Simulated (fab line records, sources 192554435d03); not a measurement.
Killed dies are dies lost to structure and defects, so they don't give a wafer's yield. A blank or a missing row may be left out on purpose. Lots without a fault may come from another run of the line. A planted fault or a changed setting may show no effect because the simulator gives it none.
Split-lot experiment | flow n5_finfet | 7 lots, 21 wafers read, on a route of 1938 steps

THE SPLIT
At N5_MIM_BOT_ETCH_ETCH_04 (etches SiNx in CF4/O2, target depth 26 nm, time 13 s), the setting time_s was moved away from the recipe's 13 s on 5 of the 21 wafers read, by -19.8% to +15.0%. The other wafers ran this setting at the recipe's value.

The reading is taken at the split's own step.

THE READING
etch.depth_nm (the simulator's own value, which no gauge read), in nm, at N5_MIM_BOT_ETCH_ETCH_04 (etches SiNx in CF4/O2, target depth 26 nm, time 13 s). The file gives no usual value for it. The 16 wafers here that ran the recipe average 25.99 nm, standard deviation 0.66 nm.

wafer  | tool, chamber at the split | time_s as run, s | against the recipe | etch.depth_nm, nm | against lot-mates on the recipe
L075.1 | rie_diel-04, 0             | 13               | recipe             | 25.91             | -
L075.3 | rie_diel-04, 3             | 13               | recipe             | 25.75             | -
L075.6 | rie_diel-04, 3             | 13               | recipe             | 25.63             | -
L079.2 | rie_diel-02, 2             | 13               | recipe             | 26.35             | -
L079.3 | rie_diel-02, 0             | 13               | recipe             | 26.26             | -
L079.5 | rie_diel-02, 2             | 14.21            | +9.3%              | 28.86             | +2.55
L083.2 | rie_diel-01, 3             | 13               | recipe             | 25.98             | -
L083.3 | rie_diel-01, 0             | 13               | recipe             | 24.89             | -
L083.4 | rie_diel-01, 2             | 13               | recipe             | 25.77             | -
L082.1 | rie_diel-02, 1             | 10.43            | -19.8%             | 20.85             | -6.17
L082.2 | rie_diel-02, 3             | 13               | recipe             | 27.02             | -
L082.5 | rie_diel-02, 3             | 10.43            | -19.8%             | 21.64             | -5.38
L086.2 | rie_diel-02, 2             | 14.95            | +15.0%             | 30.12             | +2.81
L086.5 | rie_diel-02, 3             | 13               | recipe             | 27.31             | -
L086.6 | rie_diel-02, 1             | 14.95            | +15.0%             | 29.93             | +2.62
L092.2 | rie_diel-02, 3             | 13               | recipe             | 27.02             | -
L092.5 | rie_diel-02, 1             | 13               | recipe             | 25.79             | -
L092.6 | rie_diel-02, 2             | 13               | recipe             | 26.19             | -
L097.2 | rie_diel-04, 1             | 13               | recipe             | 25.34             | -
L097.4 | rie_diel-04, 1             | 13               | recipe             | 25.44             | -
L097.5 | rie_diel-04, 0             | 13               | recipe             | 25.25             | -

THE FIT
A straight line over all 21 wafers: etch.depth_nm changes by +0.254 nm for each +1% of time_s; r = +0.96; the points scatter about the line by 0.63 nm.
The same after taking each lot's own level away (the mean of its wafers on the recipe; 21 wafers): +0.253 nm for each +1%; r = +0.97; scatter 0.5 nm.
On that fit, the largest move of time_s shifts the reading by 5 nm.
The lots' own levels span 25.343 to 27.310 nm, that is 3.0 times the standard deviation above.
So the lot-to-lot level changes the slope little: the two slopes agree.
Check: with one of the wafers moved furthest among these (-19.8%) left out of the fit, the line predicts -4.64 nm for it against its lot-mates. It came out at -6.17 nm against them.

OTHER SPLITS ON THESE WAFERS
These wafers also went through other splits before the reading. Each is held against what the fit with the lots' levels taken away leaves over:
other split on the same wafers | wafers away from the commonest value | r with etch.depth_nm (lot level and that fit taken away)
N5_BEOL_M13_ETCH_59 time_s     | 5                                    | -0.12
N5_BEOL_M13_COAT_65 spin_rpm   | 8                                    | +0.07
N5_BEOL_M14_EXPOSE_25 dose_mj  | 9                                    | +0.08
N5_PASSIVATION_PECVD_00 time_s | 7                                    | +0.01

THE FILE'S OWN FIT
etch.depth_nm changes by +0.255 nm for each +1% of time_s, r = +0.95.
